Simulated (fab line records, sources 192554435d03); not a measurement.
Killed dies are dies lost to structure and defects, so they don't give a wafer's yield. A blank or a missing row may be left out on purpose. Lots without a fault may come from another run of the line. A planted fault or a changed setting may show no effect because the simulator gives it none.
Split-lot experiment | flow n5_finfet | 7 lots, 21 wafers read, on a route of 1938 steps

THE SPLIT
At N5_BEOL_M3_EXPOSE_08 (exposes mask M3), the setting dose_mj was moved away from the recipe's 33 on 8 of the 21 wafers read, by -3.5% to +6.5%. The other wafers ran this setting at the recipe's value.

FROM THE SPLIT TO THE READING: what the file shows between them, 2 steps
- N5_BEOL_M3_PEB_09: peb time 60 s
- N5_BEOL_M3_DEVELOP_10: develop time 30 s

THE READING
cd_nm, in nm, at N5_BEOL_M3_CD_MEAS_11 (target cd 17.05 nm). Fault-free wafers of this fab line usually give 17.06 nm, standard deviation 0.23 nm.

wafer  | tool, chamber at the split | dose_mj as run | against the recipe | cd_nm, nm | against lot-mates on the recipe
L074.1 | euv_scanner-02, 0          | 33             | recipe             | 17.24     | -
L074.3 | euv_scanner-02, 0          | 31.86          | -3.5%              | 16.28     | -1.04
L074.5 | euv_scanner-02, 0          | 33             | recipe             | 17.40     | -
L077.3 | euv_scanner-01, 0          | 33             | recipe             | 17.00     | -
L077.4 | euv_scanner-01, 0          | 33             | recipe             | 16.61     | -
L077.6 | euv_scanner-01, 0          | 35.14          | +6.5%              | 18.28     | +1.48
L080.2 | euv_scanner-02, 0          | 33             | recipe             | 17.29     | -
L080.4 | euv_scanner-02, 0          | 33             | recipe             | 17.73     | -
L080.6 | euv_scanner-02, 0          | 33             | recipe             | 17.28     | -
L082.1 | euv_scanner-02, 0          | 34.3           | +3.9%              | 17.72     | +0.84
L082.2 | euv_scanner-02, 0          | 33             | recipe             | 16.88     | -
L082.6 | euv_scanner-02, 0          | 34.3           | +3.9%              | 18.23     | +1.35
L084.2 | euv_scanner-02, 0          | 34.72          | +5.2%              | 18.27     | +1.27
L084.4 | euv_scanner-02, 0          | 34.72          | +5.2%              | 17.89     | +0.89
L084.6 | euv_scanner-02, 0          | 33             | recipe             | 17.00     | -
L091.2 | euv_scanner-01, 0          | 33.93          | +2.8%              | 17.76     | +0.42
L091.3 | euv_scanner-01, 0          | 33             | recipe             | 17.34     | -
L091.4 | euv_scanner-01, 0          | 33.93          | +2.8%              | 18.08     | +0.74
L094.1 | euv_scanner-02, 0          | 33             | recipe             | 17.37     | -
L094.2 | euv_scanner-02, 0          | 33             | recipe             | 17.25     | -
L094.3 | euv_scanner-02, 0          | 33             | recipe             | 17.22     | -

THE FIT
A straight line over all 21 wafers: cd_nm changes by +0.192 nm for each +1% of dose_mj; r = +0.88; the points scatter about the line by 0.27 nm.
The same after taking each lot's own level away (the mean of its wafers on the recipe; 21 wafers): +0.238 nm for each +1%; r = +0.96; scatter 0.18 nm.
On that fit, the largest move of dose_mj shifts the reading by 1.5 nm.
The lots' own levels span 16.805 to 17.433 nm, that is 2.7 times the standard deviation above.
So the lot-to-lot level changes the slope: the two fits differ.
Check: with one of the wafers moved furthest among these (+6.5%) left out of the fit, the line predicts +1.54 nm for it against its lot-mates. It came out at +1.48 nm against them.

OTHER SPLITS ON THESE WAFERS
These wafers also went through other splits before the reading. Each is held against what the fit with the lots' levels taken away leaves over:
other split on the same wafers    | wafers away from the commonest value | r with cd_nm (lot level and that fit taken away)
N5_BEOL_M0_SAQP_PEB_12 peb_time_s | 6                                    | +0.16
N5_BEOL_M0_ETCH_109 bias_w        | 6                                    | +0.22
N5_BEOL_M2_TRENCH_ETCH_37 bias_w  | 11                                   | +0.00

THE WHOLE CHAIN: every reading that the file lists as answering this split, in the file's order
step                  | what it does                                                | reading                                                               | change (the file's fit)               | r (the file's)
N5_BEOL_M3_CD_MEAS_11 | target cd 17.05 nm                                          | cd_nm                                                                 | +0.237 nm for each +1% of the setting | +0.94
N5_BEOL_M3_ETCH_74    | etches underlayer in N2/H2, target depth 6.5 nm, time 5.2 s | BEOL_M3.cd_offset_nm (the simulator's own value, which no gauge read) | +0.206 nm for each +1% of the setting | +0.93
N5_BEOL_M3_ETCH_63    | etches SiARC in CF4, target depth 15.6 nm, time 26 s        | BEOL_M3.cd_offset_nm (the simulator's own value, which no gauge read) | +0.195 nm for each +1% of the setting | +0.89

THE FILE'S OWN FIT
cd_nm changes by +0.237 nm for each +1% of dose_mj, r = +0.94.
